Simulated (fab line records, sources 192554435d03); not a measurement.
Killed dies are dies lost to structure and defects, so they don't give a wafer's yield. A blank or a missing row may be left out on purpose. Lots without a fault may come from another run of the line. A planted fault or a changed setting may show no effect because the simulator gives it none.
fab line records | flow n5_finfet
record lots=9 wafers=27 last_day=19
route steps=1938 shown BEOL_M1@833 BEOL_M2@846 BEOL_M4@1111 PASSIVATION@1936
lots that met no fault: from a run of the same line without faults
start_h: hours from the record's first day to the start of the lot's first wafer shown | wait_h: hours since the lot's step before | " the same as in the row above | L1.1+2: a row that stands for several wafers | - no value, or no start given | * or withheld: withheld | < > ~ a bound
route shown NAME@n: a module of which the file shows steps, and the number in the route of the first | usual: mean/standard deviation of fault-free wafers | same: alike in all rows | chamber/n: place in a boat | sites: the reading at each site | _std_site: their standard deviation | _edge_site: outer sites' mean less inner sites' | radius_mm: how far each site lies from the wafer's centre | mask NAME#n: copy n | behind: the tool/chamber that last shaped the wafer | hold: why the lot was held/for how many hours/how that ended | device: the transistor (n, p or np) that didn't switch | end of line: the same wafers' tests at the end of the route | a step without rows: its recipe alone | killed: dies lost to structure and defects at the first sort, not the wafer's yield | map: a wafer's dies, x killed, . not, _ none there
set.NAME: the setting as run; set.NAME@STEP: as run at that earlier step | model.NAME: the simulator's own value behind a step, which no gauge read
steps of the route over a sample of lots; a table a step, a row a wafer
services: from which hour (start_h, from the record's first day; less than 0 if before it) a tool's chamber was out of use, for how many hours, and why
## steps
# step N5_BEOL_M1_CMP_52
# recipe stop_on=SiOC t_overpolish_s=6.8 down_force_psi=1 platen_rpm=50 clearing_platen_down_force_psi=1.5 clearing_platen_rpm=50 post_cmp_clean=cu_alkaline target_thk_nm=40 clearing_platen_pad_velocity_m_s=0.99484 pad_velocity_m_s=0.99484
# usual barrier_field_endpoint_s=24.7/0.42 motor_current_A=5.9/0.8 overpolish_run_s=6.800/0.009 time_to_endpoint_s=62.7/2.2
# columns lot.wafer tool chamber start_h wait_h barrier_field_endpoint_s motor_current_A overpolish_run_s time_to_endpoint_s
L354.1 cmp-03 1 136.60 0.3 24.3 5.8 6.797 62.3
L354.3 " 2 " " 25.1 7.2 6.814 64.7
L354.5 " 1 " " 24.7 5.8 6.793 63.7
L358.1 cmp-04 0 156.43 0.3 24.6 6.6 6.807 63.2
L358.4 " 2 " " 24.4 5.9 6.792 60.7
L358.6 " 0 " " 24.0 6.7 6.798 60.0
L359.3 cmp-03 2 159.09 0.2 25.2 7.2 6.819 61.5
L359.1 " 1 " " 25.2 5.8 6.808 61.9
L359.5 " 2 " " 25.8 7.0 6.786 64.4
L365.3 cmp-01 3 195.78 0.2 24.6 5.0 6.815 62.2
L365.2 " 0 " " 24.7 5.1 6.817 62.5
L365.4 " 1 " " 25.0 6.5 6.801 62.9
L366.4 cmp-01 1 204.40 0.1 24.8 6.6 6.803 59.6
L366.2 " 3 " " 24.2 4.7 6.796 61.2
L366.3 " 0 " " 23.7 5.0 6.797 60.9
L370.2 cmp-03 2 250.54 0.2 24.8 7.8 6.797 63.3
L370.3 " 3 " " 24.9 5.7 6.810 61.8
L370.6 " 1 " " 25.6 5.8 6.795 65.5
L374.3 cmp-03 0 271.13 0.2 24.4 4.8 6.797 60.7
L374.2 " 1 " " 24.7 5.8 6.803 63.6
L374.1 " 3 " " 24.1 5.5 6.827 60.8
L373.3 cmp-03 1 274.00 0.3 25.1 5.8 6.798 59.4
L373.4 " 2 " " 24.8 7.3 6.800 64.3
L373.5 " 0 " " 25.2 5.0 6.804 61.4
L371.3 cmp-03 1 278.61 0.3 24.8 6.0 6.799 65.3
L371.1 " 3 " " 24.8 5.9 6.798 64.9
L371.6 " 1 " " 25.1 6.0 6.792 66.7
# step N5_BEOL_M1_RS_MEAS_58
# recipe thk_meas_gauge=four-point-probe reads=Co_of_BEOL_M1_CO_CAP_55+Cu_of_BEOL_M1_ECD_50+Co_of_BEOL_M1_CVD_47+TaN_of_BEOL_M1_ALD_84
# usual M1_RS=0.68/0.032
# columns lot.wafer tool chamber start_h wait_h M1_RS[ohm/sq]
L354.1 film_metro-02 - 137.15 0.0 0.71
L354.3 " - " " 0.74
L354.5 " - " " 0.70
L358.1 film_metro-01 - 157.04 0.0 0.72
L358.4 " - " " 0.69
L358.6 " - " " 0.70
L359.1 film_metro-01 - 159.64 0.0 0.72
L359.3 " - " " 0.68
L359.5 " - " " 0.62
L365.2 film_metro-01 - 196.30 0.1 0.67
L365.3 " - " " 0.71
L365.4 " - " " 0.65
L366.2 film_metro-01 - 204.96 0.1 0.70
L366.3 " - " " 0.73
L366.4 " - " " 0.70
L370.2 film_metro-02 - 251.07 0.1 0.67
L370.3 " - " " 0.68
L370.6 " - " " 0.66
L374.1 film_metro-02 - 271.68 0.0 0.68
L374.2 " - " " 0.64
L374.3 " - " " 0.64
L373.3 film_metro-02 - 274.52 0.1 0.66
L373.4 " - " " 0.67
L373.5 " - " " 0.66
L371.1 film_metro-01 - 279.17 0.0 0.68
L371.3 " - " " 0.67
L371.6 " - " " 0.66
# step N5_BEOL_M1_INSPECT_59
# recipe inspect_instrument=darkfield mode=post_dep
# usual raw_defect_count=72/28
# columns lot.wafer tool chamber start_h wait_h raw_defect_count
L354.1 defect_inspect-02 - 137.18 0.0 71
L354.3 " - " " 100
L354.5 " - " " 100
L358.1 defect_inspect-02 - 157.06 0.0 67
L358.4 " - " " 96
L358.6 " - " " 118
L359.1 defect_inspect-01 - 159.67 0.0 71
L359.3 " - " " 68
L359.5 " - " " 65
L365.2 defect_inspect-02 - 196.33 0.0 50
L365.3 " - " " 71
L365.4 " - " " 78
L366.2 defect_inspect-01 - 204.98 0.0 82
L366.3 " - " " 54
L366.4 " - " " 150
L370.2 defect_inspect-01 - 251.10 0.0 110
L370.3 " - " " 95
L370.6 " - " " 83
L374.1 defect_inspect-02 - 271.71 0.0 60
L374.2 " - " " 73
L374.3 " - " " 61
L373.3 defect_inspect-01 - 274.55 0.0 37
L373.4 " - " " 65
L373.5 " - " " 77
L371.1 defect_inspect-02 - 279.20 0.0 42
L371.3 " - " " 51
L371.6 " - " " 40
# step N5_BEOL_M2_COAT_62
# recipe resist=SiARC temp_c=220 time_s=60 spin_rpm=1500 resist_thk_nm=12
# usual spin_speed_rpm=1500.0/1.1
# columns lot.wafer tool chamber start_h wait_h spin_speed_rpm
L354.1 litho_track-02 0 138.17 - 1502.0
L354.3 " 0 " " 1502.7
L354.5 " 0 " " 1499.7
L358.1 litho_track-04 0 159.19 - 1498.9
L358.4 " 0 " " 1499.1
L358.6 " 0 " " 1501.5
L359.1 litho_track-03 0 160.68 - 1501.5
L359.3 " 0 " " 1501.7
L359.5 " 0 " " 1500.7
L365.2 litho_track-03 0 197.66 - 2322.7
L365.3 " 0 " " 2323.5
L365.4 " 0 " " 2323.8
L366.2 litho_track-03 0 207.18 - 2323.8
L366.3 " 0 " " 2324.7
L366.4 " 0 " " 2325.8
L370.2 litho_track-04 0 251.82 - 1501.3
L370.3 " 0 " " 1499.3
L370.6 " 0 " " 1498.9
L374.1 litho_track-04 0 273.58 - 1499.1
L374.2 " 0 " " 1501.3
L374.3 " 0 " " 1499.2
L373.3 litho_track-04 0 275.06 - 1498.6
L373.4 " 0 " " 1499.8
L373.5 " 0 " " 1499.6
L371.1 litho_track-04 0 282.45 - 1501.6
L371.3 " 0 " " 1500.3
L371.6 " 0 " " 1500.6
# step N5_BEOL_M2_ETCH_63
# recipe chemistry=CF4 target=SiARC target_depth_a=156 mask_material=CAR-EUV time_s=26 ion_energy_ev=80 pressure_mtorr=40 source_w=545 bias_w=36 Ar_flow_sccm=100 cf4_flow_sccm=100 ends=cleared
# usual drypump_motor_current_A=5.7/0.5 etch_rf_on_time_s=26.0/0.35 oes_product_au=0.68/0.081 rf_vpp_V=184.1/0.99 showerhead_plenum_p_Torr=2.15/0.04 throttle_valve_pct=15.66/0.23
# columns lot.wafer tool chamber start_h wait_h drypump_motor_current_A etch_rf_on_time_s oes_product_au rf_hours_counter_h rf_vpp_V showerhead_plenum_p_Torr throttle_valve_pct
L354.1 rie_diel-04 2 139.39 0.0 5.5 26.5 0.60 167 184.0 2.14 15.87
L354.3 " 0 " " 6.2 26.4 0.58 242 184.3 2.20 15.81
L354.5 " 3 " " 5.5 25.5 0.83 - 185.8 2.20 15.43
L358.1 rie_diel-04 3 159.63 0.0 5.5 25.6 0.81 12 185.6 2.20 15.44
L358.4 " 3 " " 5.5 25.7 0.80 - 186.0 2.20 15.46
L358.6 " 1 " " 6.2 26.6 0.57 - 183.7 2.11 15.83
L359.1 rie_diel-01 0 161.13 0.0 6.4 26.1 0.74 46 182.6 2.10 15.47
L359.3 " 3 " " 5.2 25.8 0.67 120 183.4 2.15 15.84
L359.5 " 3 " " 5.2 25.6 0.66 - 184.8 2.15 15.86
L365.2 rie_diel-01 0 198.10 0.0 6.5 21.5 0.74 57 183.6 2.09 15.49
L365.3 " 2 " " 5.0 21.4 0.59 249 184.2 2.19 15.66
L365.4 " 1 " " 5.7 21.0 0.65 174 183.6 2.14 15.83
L366.2 rie_diel-01 3 207.62 0.0 5.2 20.6 0.68 135 181.3 2.14 15.87
L366.3 " 0 " " 6.5 21.0 0.74 60 183.5 2.09 15.50
L366.4 " 0 " " 6.5 20.9 0.74 - 183.5 2.09 15.51
L370.2 rie_diel-01 2 252.56 0.0 5.0 25.7 0.81 10 184.3 2.19 15.20
L370.3 " 0 " " 6.6 26.3 0.70 80 183.1 2.08 15.54
L370.6 " 2 " " 5.0 25.8 0.81 - 185.5 2.19 15.21
L374.1 rie_diel-01 2 274.15 0.0 5.0 25.8 0.79 18 185.4 2.19 15.20
L374.2 " 0 " " 6.5 26.1 0.70 89 182.8 2.08 15.56
L374.3 " 1 " " 5.6 26.1 0.63 205 184.3 2.12 15.88
L373.3 rie_diel-04 0 275.68 0.0 6.2 26.1 0.75 24 185.3 2.18 15.36
L373.4 " 2 " " 5.5 26.7 0.58 214 184.0 2.12 15.97
L373.5 " 2 " " 5.5 26.5 0.58 - 182.8 2.12 16.00
L371.1 rie_diel-05 3 283.23 0.0 6.0 26.1 0.67 126 182.5 2.06 15.82
L371.3 " 2 " " 6.0 26.0 0.61 230 183.7 2.19 15.99
L371.6 " 2 " " 6.0 26.1 0.61 - 182.5 2.19 15.97
# step N5_BEOL_M4_RC_MEAS_101
# usual DIBL_N=36.6/1.3 DIBL_P=36.4/1.4 IOFF_N=0.167/0.023 IOFF_P=0.219/0.029 ION_N=678/8.7 ION_P=464/6.4 SS_N=71.5/0.53 SS_P=73.4/0.57 VT_N=248.5/2.8 VT_P=-249/3.1
# columns lot.wafer tool chamber start_h wait_h DIBL_N[mV/V] DIBL_P[mV/V] IOFF_N[nA/um] IOFF_P[nA/um] ION_N[uA/um] ION_P[uA/um] SS_N[mV/dec] SS_P[mV/dec] VT_N[mV] VT_P[mV]
L354.1 prober-01 0 185.19 0.0 37.4 37.4 0.195 0.237 697 467 72.2 73.3 243.2 -248
L354.3 " 0 " " 37.8 37.4 0.193 0.224 690 465 70.9 72.9 245.4 -249
L354.5 " 0 " " 36.8 36.8 0.171 0.216 683 465 71.2 73.5 248.1 -250
L359.1 prober-02 0 201.08 0.0 34.3 33.1 0.125 0.212 660 468 71.6 72.4 254.0 -247
L359.3 " 0 " " 35.1 33.8 0.132 0.219 673 475 71.4 72.5 253.4 -249
L359.5 " 0 " " 36.7 35.5 0.164 0.256 675 476 73.2 72.3 249.6 -245
L358.1 prober-02 0 202.92 0.0 37.2 36.1 0.166 0.233 688 471 71.8 73.2 247.2 -245
L358.4 " 0 " " 37.2 35.8 0.158 0.233 691 470 71.2 73.9 246.0 -245
L358.6 " 0 " " 39.4 38.8 0.219 0.279 702 477 71.9 74.0 242.7 -246
L365.2 prober-01 0 254.85 0.2 34.9 36.0 0.157 0.243 675 467 71.3 73.4 252.5 -242
L365.3 " 0 " " 34.1 34.6 0.154 0.216 678 468 71.1 72.9 248.4 -246
L365.4 " 0 " " 34.5 35.8 0.158 0.238 681 472 71.1 73.4 249.7 -247
L366.2 prober-02 0 290.19 0.2 35.6 34.4 0.148 0.192 673 458 70.7 73.2 250.9 -250
L366.3 " 0 " " 36.8 36.1 0.175 0.229 687 468 71.4 73.6 248.2 -248
L366.4 " 0 " " 35.9 35.5 0.152 0.214 671 464 71.7 73.0 248.8 -248
L370.2 prober-01 0 317.16 0.2 36.7 35.2 0.151 0.167 675 448 72.3 73.0 250.5 -255
L370.3 " 0 " " 36.8 37.2 0.157 0.193 674 460 71.7 73.3 248.2 -254
L370.6 " 0 " " 35.3 35.2 0.133 0.169 665 453 71.6 72.5 251.8 -252
L373.3 prober-01 0 330.29 0.3 36.4 36.8 0.165 0.212 667 458 71.5 73.0 246.2 -250
L373.4 " 0 " " 37.5 38.0 0.173 0.237 670 463 71.5 73.5 247.3 -248
L373.5 " 0 " " 37.3 37.8 0.172 0.228 668 461 71.3 73.2 247.1 -251
L374.1 prober-01 0 334.52 0.0 39.3 37.6 0.193 0.207 689 461 71.7 74.3 245.8 -252
L374.2 " 0 " " 37.9 37.0 0.165 0.200 679 466 71.7 73.7 249.2 -253
L374.3 " 0 " " 37.2 36.2 0.149 0.180 672 456 71.6 73.5 252.1 -255
L371.1 prober-02 0 334.87 0.0 35.9 35.8 0.145 0.185 671 463 70.8 72.9 248.9 -254
L371.3 " 0 " " 37.9 39.4 0.187 0.237 676 460 71.9 74.0 245.3 -249
L371.6 " 0 " " 36.3 36.2 0.144 0.190 673 460 71.6 73.7 253.4 -252
# step N5_PASSIVATION_PROBE_49
# usual defect_limited_yield=91.6/1.6 killed_at_M0_to_M3=32/9.7 killed_at_M4_up=13/4.4 killed_at_contacts=12/6.5 killed_at_front_end=38/12 killed_at_other=3.7/3 killed_dies=99/18 killed_open=66/14 killed_short=32/7.5 sort_bin_5_function=4.9/1 sort_bin_6_memory=3.2/0.73 sort_n_pass=1081/18 sort_yield_pct=91.6/1.6
# same gross_dies=1180 killed_at_back_side=0 sort_bin_4_leakage[%]=0 sort_bin_8_speed[%]=0
# columns lot.wafer tool chamber start_h wait_h defect_limited_yield[%] killed_at_M0_to_M3 killed_at_M4_up killed_at_contacts killed_at_front_end killed_at_other killed_dies killed_open killed_short sort_bin_5_function[%] sort_bin_6_memory[%] sort_n_pass sort_yield_pct[%]
L354.1 prober-01 - 289.43 0.0 92.0 16 12 22 41 3 94 67 27 4.8 3.1 1086 92.0
L354.3 prober-01 - 289.53 0.1 90.3 34 17 32 31 1 115 77 38 6.0 3.2 1065 90.3
L354.5 prober-01 - 289.63 0.2 90.6 28 17 15 50 1 111 64 43 5.3 3.5 1069 90.6
L359.1 prober-02 - 302.41 0.0 93.6 26 16 5 27 1 75 47 27 3.7 2.3 1105 93.6
L359.3 prober-02 - 302.51 0.1 92.4 30 22 11 21 6 90 57 33 3.8 3.6 1090 92.4
L359.5 prober-02 - 302.61 0.2 91.2 29 28 16 29 2 104 71 33 5.8 2.8 1076 91.2
L358.1 prober-02 - 319.25 0.0 91.9 34 8 12 41 1 96 66 30 4.8 3.2 1084 91.9
L358.4 prober-02 - 319.40 0.2 89.1 40 13 15 60 1 129 82 47 6.9 3.8 1051 89.1
L358.6 prober-02 - 319.50 0.3 92.4 17 10 14 47 2 90 59 31 5.3 2.2 1090 92.4
L365.2 prober-01 - 353.45 0.1 93.1 31 8 6 32 4 81 53 28 4.2 2.5 1099 93.1
L365.3 prober-01 - 353.50 0.1 92.2 45 11 2 25 9 92 59 33 3.7 3.8 1088 92.2
L365.4 prober-01 - 353.55 0.2 92.9 38 3 6 27 10 84 56 28 3.8 2.5 1096 92.9
L366.3 prober-01 - 390.01 0.1 94.3 22 6 7 30 2 67 48 19 3.4 2.0 1113 94.3
L370.2 prober-01 - 419.34 0.1 90.0 42 10 10 45 11 118 74 43 5.7 4.1 1062 90.0
L370.3 prober-01 - 419.39 0.1 92.3 30 11 3 45 2 91 51 36 4.7 2.5 1089 92.3
L370.6 prober-01 - 419.54 0.3 91.6 40 12 8 37 2 99 70 29 5.5 2.7 1081 91.6
L373.3 prober-01 - 430.94 0.1 92.7 33 14 5 31 3 86 51 32 4.5 2.5 1094 92.7
L373.4 prober-01 - 430.99 0.2 92.5 36 12 6 27 8 89 63 26 4.4 2.7 1091 92.5
L373.5 prober-01 - 431.04 0.2 91.0 39 17 7 39 4 106 57 48 4.7 3.5 1074 91.0
L371.1 prober-01 - 448.15 0.0 90.3 47 11 15 40 1 114 72 42 5.7 3.7 1066 90.3
L371.3 prober-01 - 448.25 0.1 93.6 25 12 4 34 0 75 52 23 3.5 2.7 1105 93.6
L371.6 prober-01 - 448.40 0.3 89.7 42 25 14 38 2 121 85 36 6.0 3.8 1059 89.7
L374.1 prober-02 - 449.64 0.0 93.8 15 8 11 39 0 73 46 24 4.3 1.5 1107 93.8
L374.2 prober-02 - 449.69 0.1 93.1 23 9 5 43 1 81 55 23 4.0 2.6 1099 93.1
L374.3 prober-02 - 449.74 0.1 95.0 18 8 5 27 1 59 37 20 2.8 1.9 1121 95.0
# killed by level:class
L354.1 MOL_CONTACT_COAG:geometric_particle:open=19 STI_FIN_REVEAL:geometric_particle:open=10 ILD0:geometric_particle:short=8 BEOL_M1:geometric_particle:open=6 STARTING-WAFER:geometric_particle:open=6 FIN_SAQP:geometric_particle:open=4 FIN_SAQP:geometric_particle:short=3 MOL_CONTACT_COAG:geometric_particle:short=3
L354.3 MOL_CONTACT_COAG:geometric_particle:open=25 BEOL_M0_SAQP:geometric_particle:open=10 STI_FIN_REVEAL:geometric_particle:open=8 BEOL_M1:geometric_particle:open=8 BEOL_M4:geometric_particle:short=8 MOL_CONTACT_COAG:geometric_particle:short=7 FIN_CUT:geometric_particle:short=5 BEOL_M0_SAQP:geometric_particle:short=5
L354.5 STI_FIN_REVEAL:geometric_particle:open=9 MOL_CONTACT_COAG:geometric_particle:open=9 BEOL_M1:geometric_particle:open=9 FIN_SAQP:geometric_particle:open=8 DUMMY_GATE:geometric_particle:open=8 FIN_SAQP:geometric_particle:short=7 BEOL_M1:geometric_particle:short=7 MOL_CONTACT_COAG:geometric_particle:short=6
L359.1 BEOL_M2:geometric_particle:open=7 FIN_SAQP:geometric_particle:short=7 BEOL_M4:geometric_particle:open=6 MOL_CONTACT_COAG:geometric_particle:open=5 BEOL_M0_SAQP:geometric_particle:open=5 FIN_SAQP:geometric_particle:open=4 BEOL_M3:geometric_particle:open=4 FIN_CUT:geometric_particle:open=3
L359.3 BEOL_M4:geometric_particle:open=11 MOL_CONTACT_COAG:geometric_particle:open=10 BEOL_M2:geometric_particle:open=8 FIN_SAQP:geometric_particle:open=6 FIN_SAQP:geometric_particle:short=6 BEOL_M1:geometric_particle:open=6 BEOL_M0_SAQP:geometric_particle:short=5 BEOL_M4:geometric_particle:short=4
L359.5 BEOL_M4:geometric_particle:open=17 MOL_CONTACT_COAG:geometric_particle:open=9 FIN_SAQP:geometric_particle:short=8 MOL_CONTACT_COAG:geometric_particle:short=7 BEOL_M2:geometric_particle:open=7 BEOL_M5:geometric_particle:open=7 FIN_SAQP:geometric_particle:open=5 BEOL_M0_SAQP:geometric_particle:short=5
L358.1 BEOL_M1:geometric_particle:open=11 BEOL_M3:geometric_particle:open=11 DUMMY_GATE:geometric_particle:open=8 MOL_CONTACT_COAG:geometric_particle:open=8 FIN_SAQP:geometric_particle:open=5 FIN_SAQP:geometric_particle:short=5 ILD0:geometric_particle:short=5 GATE_CUT:geometric_particle:short=5
L358.4 DUMMY_GATE:geometric_particle:open=14 BEOL_M2:geometric_particle:open=13 MOL_CONTACT_COAG:geometric_particle:open=11 BEOL_M1:geometric_particle:open=11 GATE_CUT:geometric_particle:short=10 FIN_SAQP:geometric_particle:short=8 STI_FIN_REVEAL:geometric_particle:open=6 FIN_SAQP:geometric_particle:open=5
L358.6 STI_FIN_REVEAL:geometric_particle:open=10 MOL_CONTACT_COAG:geometric_particle:open=10 DUMMY_GATE:geometric_particle:open=6 GATE_CUT:geometric_particle:short=6 GATE_CUT:geometric_particle:open=5 STARTING-WAFER:geometric_particle:short=4 MOL_CONTACT_COAG:geometric_particle:short=4 BEOL_M0_SAQP:geometric_particle:short=4
L365.2 BEOL_M1:geometric_particle:open=10 GATE_CUT:geometric_particle:short=6 MOL_CONTACT_COAG:geometric_particle:open=6 FIN_SAQP:geometric_particle:open=5 BEOL_M0_SAQP:geometric_particle:short=5 BEOL_M2:geometric_particle:open=5 DUMMY_GATE:geometric_particle:open=4 BEOL_M0_SAQP:geometric_particle:open=4
L365.3 BEOL_M1:geometric_particle:open=15 BEOL_M0_SAQP:geometric_particle:short=5 BEOL_M1:geometric_particle:short=4 STI_FIN_REVEAL:geometric_particle:open=4 ILD0:geometric_particle:short=4 BEOL_M0_SAQP:geometric_particle:open=4 BEOL_M2:geometric_particle:short=4 BEOL_M2:geometric_particle:open=4
L365.4 BEOL_M1:geometric_particle:open=12 MOL_CONTACT_COAG:geometric_particle:open=6 BEOL_M0:geometric_particle:open=6 FIN_SAQP:geometric_particle:open=5 BEOL_M2:geometric_particle:open=5 FIN_SAQP:geometric_particle:short=4 DUMMY_GATE:geometric_particle:open=4 BEOL_M0_SAQP:geometric_particle:short=4
L366.3 FIN_SAQP:geometric_particle:short=8 BEOL_M1:geometric_particle:open=7 FIN_SAQP:geometric_particle:open=5 MOL_CONTACT_COAG:geometric_particle:open=5 BEOL_M0_SAQP:geometric_particle:open=5 DUMMY_GATE:geometric_particle:open=4 STI_FIN_REVEAL:geometric_particle:open=4 BEOL_M0_SAQP:geometric_particle:short=4
L370.2 FIN_SAQP:geometric_particle:short=14 BEOL_M3:geometric_particle:open=12 FIN_SAQP:geometric_particle:open=9 MOL_CONTACT_COAG:geometric_particle:open=8 BEOL_M0_SAQP:geometric_particle:open=8 BEOL_M1:geometric_particle:open=7 PASS1_DEP:geometric_particle:short=6 GATE_CUT:geometric_particle:short=5
L370.3 FIN_SAQP:geometric_particle:open=9 FIN_SAQP:geometric_particle:short=7 BEOL_M0_SAQP:geometric_particle:short=7 STI_FIN_REVEAL:geometric_particle:open=6 GATE_CUT:geometric_particle:short=6 BEOL_M3:geometric_particle:open=5 STARTING-WAFER:geometric_particle:short=5 BEOL_M0:geometric_particle:open=4
L370.6 FIN_SAQP:geometric_particle:short=9 STI_FIN_REVEAL:geometric_particle:open=9 BEOL_M3:geometric_particle:open=9 FIN_SAQP:geometric_particle:open=8 MOL_CONTACT_COAG:geometric_particle:open=8 BEOL_M2:geometric_particle:open=8 BEOL_M0_SAQP:geometric_particle:open=7 BEOL_M4:geometric_particle:open=5
L373.3 FIN_SAQP:geometric_particle:short=9 BEOL_M1:geometric_particle:open=8 BEOL_M4:geometric_particle:open=7 BEOL_M0:geometric_particle:open=6 BEOL_M0_SAQP:geometric_particle:open=5 BEOL_M1:geometric_particle:short=4 STI_FIN_REVEAL:geometric_particle:open=4 BEOL_M0_SAQP:geometric_particle:short=4
L373.4 STI_FIN_REVEAL:geometric_particle:open=9 BEOL_M0_SAQP:geometric_particle:open=8 MOL_CONTACT_COAG:geometric_particle:open=6 BEOL_M0_SAQP:geometric_particle:short=6 BEOL_M0:geometric_particle:open=6 BEOL_M3:geometric_particle:open=6 FIN_SAQP:geometric_particle:open=5 FIN_SAQP:geometric_particle:short=4
L373.5 FIN_SAQP:geometric_particle:short=12 BEOL_M0_SAQP:geometric_particle:short=11 BEOL_M4:geometric_particle:open=9 FIN_SAQP:geometric_particle:open=7 BEOL_M1:geometric_particle:open=7 STARTING-WAFER:geometric_particle:short=7 MOL_CONTACT_COAG:geometric_particle:open=6 BEOL_M3:geometric_particle:open=6
L371.1 BEOL_M0_SAQP:geometric_particle:open=16 BEOL_M0_SAQP:geometric_particle:short=13 MOL_CONTACT_COAG:geometric_particle:open=11 FIN_SAQP:geometric_particle:open=7 STI_FIN_REVEAL:geometric_particle:open=7 DUMMY_GATE:geometric_particle:open=6 GATE_CUT:geometric_particle:short=5 BEOL_M4:geometric_particle:open=5
L371.3 STI_FIN_REVEAL:geometric_particle:open=9 DUMMY_GATE:geometric_particle:open=6 BEOL_M0_SAQP:geometric_particle:short=6 BEOL_M0_SAQP:geometric_particle:open=5 BEOL_M1:geometric_particle:open=5 FIN_SAQP:geometric_particle:open=4 FIN_SAQP:geometric_particle:short=4 GATE_CUT:geometric_particle:short=4
L371.6 MOL_CONTACT_COAG:geometric_particle:open=12 BEOL_M0_SAQP:geometric_particle:short=11 BEOL_M0_SAQP:geometric_particle:open=11 FIN_SAQP:geometric_particle:open=10 BEOL_M1:geometric_particle:open=9 FIN_SAQP:geometric_particle:short=8 BEOL_M4:geometric_particle:open=7 DUMMY_GATE:geometric_particle:open=5
L374.1 STI_FIN_REVEAL:geometric_particle:open=12 MOL_CONTACT_COAG:geometric_particle:open=8 FIN_SAQP:geometric_particle:open=6 BEOL_M2:geometric_particle:open=5 DUMMY_GATE:geometric_particle:open=4 GATE_CUT:geometric_particle:short=4 FIN_SAQP:geometric_particle:short=3 BEOL_M0_SAQP:geometric_particle:short=3
L374.2 FIN_SAQP:geometric_particle:open=12 BEOL_M0_SAQP:geometric_particle:short=10 BEOL_M0_SAQP:geometric_particle:open=9 STI_FIN_REVEAL:geometric_particle:open=7 MOL_CONTACT_COAG:geometric_particle:open=5 DUMMY_GATE:geometric_particle:short=4 GATE_CUT:geometric_particle:open=4 FIN_SAQP:geometric_particle:short=3
L374.3 DUMMY_GATE:geometric_particle:open=6 FIN_SAQP:geometric_particle:short=5 MOL_CONTACT_COAG:geometric_particle:open=4 BEOL_M0_SAQP:geometric_particle:open=3 BEOL_M0_SAQP:geometric_particle:short=3 BEOL_M3:geometric_particle:open=3 STARTING-WAFER:geometric_particle:short=3 FIN_SAQP:geometric_particle:open=2
## services
# columns tool chamber start_h hours kind
cmp-03 - 113.28 7.0 pm
cmp-04 - 113.89 0.6 repair
rie_diel-04 - 119.54 2.3 repair
cmp-04 - 131.11 6.7 pm
rie_diel-05 - 132.88 14.6 pm
cmp-01 - 141.80 2.4 repair
cmp-03 - 162.99 4.0 pm
rie_diel-05 1 173.90 8.8 repair
rie_diel-04 1 176.16 8.1 repair
rie_diel-01 0 182.28 1.9 repair
cmp-04 - 182.94 5.0 pm
cmp-03 - 188.84 1.4 repair
rie_diel-01 2 190.80 1.6 repair
rie_diel-01 2 204.69 - clean
rie_diel-01 2 204.69 - consumable_replace:focus_ring
rie_diel-01 2 204.69 23.2 scheduled_down
rie_diel-04 0 214.62 7.9 repair
rie_diel-05 - 236.95 2.4 repair
cmp-01 - 244.45 9.3 pm
cmp-03 - 254.32 4.0 pm
cmp-03 - 258.32 - consumable_replace:conditioner
cmp-03 - 258.32 - consumable_replace:pad
cmp-01 - 262.96 1.1 repair
cmp-04 - 267.99 4.0 pm
## key
first_sign step=N5_BEOL_M2_COAT_62 reading=spin_speed_rpm direction=up sigmas=99+ usual=* struck=*
effect step=N5_BEOL_M2_ETCH_63 reading=etch_rf_on_time_s direction=down sigmas=14 usual=* struck=*
met_at N5_BEOL_M2_COAT_62
struck_lots L365,L366
rows_end L366.2,L366.4
not_acting_at N5_BEOL_M1_CMP_52,N5_BEOL_M1_RS_MEAS_58,N5_BEOL_M1_INSPECT_59
onset_between 160.68 197.66
fault kind=process_parameter_drift tool=litho_track-03 chamber=- onset_h=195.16 steps=N5_BEOL_M2_COAT_62 channel=spin_rpm offset=* shape=step acts_in=* stated=*
# rows_end: these wafers met a further fault down the route, and their rows from its step on are left out
